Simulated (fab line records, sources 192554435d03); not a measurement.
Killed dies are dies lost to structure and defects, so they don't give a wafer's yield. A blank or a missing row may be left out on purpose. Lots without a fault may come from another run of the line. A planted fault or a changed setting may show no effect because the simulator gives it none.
Split-lot experiment | flow n5_finfet | 7 lots, 21 wafers read, on a route of 1938 steps

THE SPLIT
At N5_BEOL_M11_TRENCH_ETCH_37 (etches SiCOH lowk in C4F6/O2, target depth 148.83 nm, time 48 s), the setting time_s was moved away from the recipe's 48 s on 8 of the 21 wafers read, by -19.2% to +17.0%. The other wafers ran this setting at the recipe's value.

The reading is taken at the split's own step.

THE READING
TiN_of_BEOL_M11_HM_DEP_02.thk_nm (the simulator's own value, which no gauge read), in nm, at N5_BEOL_M11_TRENCH_ETCH_37 (etches SiCOH lowk in C4F6/O2, target depth 148.83 nm, time 48 s). The file gives no usual value for it. The 13 wafers here that ran the recipe average 16.2 nm, standard deviation 0.38 nm.

wafer  | tool, chamber at the split | time_s as run, s | against the recipe | TiN_of_BEOL_M11_HM_DEP_02.thk_nm, nm | against lot-mates on the recipe
L076.1 | rie_diel-03, 1             | 48               | recipe             | 16.4                                 | -
L076.2 | rie_diel-03, 0             | 56.17            | +17.0%             | 15.4                                 | -1.0
L076.5 | rie_diel-03, 2             | 48               | recipe             | 16.4                                 | -
L075.1 | rie_diel-01, 1             | 48               | recipe             | 15.8                                 | -
L075.2 | rie_diel-01, 2             | 38.76            | -19.2%             | 16.8                                 | +1.0
L075.4 | rie_diel-01, 3             | 38.76            | -19.2%             | 16.6                                 | +0.8
L079.3 | rie_diel-01, 2             | 48               | recipe             | 15.4                                 | -
L079.4 | rie_diel-01, 0             | 48               | recipe             | 15.6                                 | -
L079.5 | rie_diel-01, 3             | 40.02            | -16.6%             | 16.4                                 | +0.9
L080.2 | rie_diel-01, 0             | 48               | recipe             | 16.4                                 | -
L080.3 | rie_diel-01, 2             | 44.48            | -7.3%              | 16.4                                 | +0.0
L080.5 | rie_diel-01, 1             | 44.48            | -7.3%              | 16.6                                 | +0.2
L089.2 | rie_diel-06, 3             | 44.37            | -7.6%              | 16.2                                 | +0.0
L089.3 | rie_diel-06, 0             | 44.37            | -7.6%              | 16.2                                 | +0.0
L089.6 | rie_diel-06, 0             | 48               | recipe             | 16.2                                 | -
L092.1 | rie_diel-06, 2             | 48               | recipe             | 16.2                                 | -
L092.3 | rie_diel-06, 0             | 48               | recipe             | 16.6                                 | -
L092.4 | rie_diel-06, 0             | 48               | recipe             | 16.4                                 | -
L097.2 | rie_diel-03, 3             | 48               | recipe             | 16                                   | -
L097.5 | rie_diel-03, 3             | 48               | recipe             | 16.6                                 | -
L097.6 | rie_diel-03, 0             | 48               | recipe             | 16.6                                 | -

THE FIT
A straight line over all 21 wafers: TiN_of_BEOL_M11_HM_DEP_02.thk_nm changes by -0.0285 nm for each +1% of time_s; r = -0.58; the points scatter about the line by 0.33 nm.
The same after taking each lot's own level away (the mean of its wafers on the recipe; 21 wafers): -0.0473 nm for each +1%; r = -0.90; scatter 0.2 nm.
On that fit, the largest move of time_s shifts the reading by 0.91 nm.
The lots' own levels span 15.50 to 16.40 nm, that is 2.4 times the standard deviation above.
So the lot-to-lot level blurs the effect unless lot-mates are compared.
Check: with one of the wafers moved furthest among these (-19.2%) left out of the fit, the line predicts +0.799 nm for it against its lot-mates. It came out at +1 nm against them.

OTHER SPLITS ON THESE WAFERS
These wafers also went through other splits before the reading. Each is held against what the fit with the lots' levels taken away leaves over:
other split on the same wafers   | wafers away from the commonest value | r with TiN_of_BEOL_M11_HM_DEP_02.thk_nm (lot level and that fit taken away)
N5_BEOL_M9_TRENCH_ETCH_37 time_s | 7                                    | -0.13
N5_BEOL_M11_COAT_05 spin_rpm     | 9                                    | +0.17
N5_BEOL_M11_EXPOSE_08 dose_mj    | 10                                   | +0.16

THE WHOLE CHAIN: every reading that the file lists as answering this split, in the file's order
step                       | what it does                                                    | reading                                                                           | change (the file's fit)                | r (the file's)
N5_BEOL_M11_TRENCH_ETCH_37 | etches SiCOH lowk in C4F6/O2, target depth 148.83 nm, time 48 s | BEOL_M11.feature_depth_nm (the simulator's own value, which no gauge read)        | +1.52 nm for each +1% of the setting   | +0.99
N5_BEOL_M11_TRENCH_ETCH_37 | etches SiCOH lowk in C4F6/O2, target depth 148.83 nm, time 48 s | etch.depth_nm (the simulator's own value, which no gauge read)                    | +1.52 nm for each +1% of the setting   | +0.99
N5_BEOL_M11_TRENCH_ETCH_37 | etches SiCOH lowk in C4F6/O2, target depth 148.83 nm, time 48 s | TiN_of_BEOL_M11_HM_DEP_02.thk_nm (the simulator's own value, which no gauge read) | -0.0478 nm for each +1% of the setting | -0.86

THE FILE'S OWN FIT
TiN_of_BEOL_M11_HM_DEP_02.thk_nm changes by -0.0478 nm for each +1% of time_s, r = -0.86.
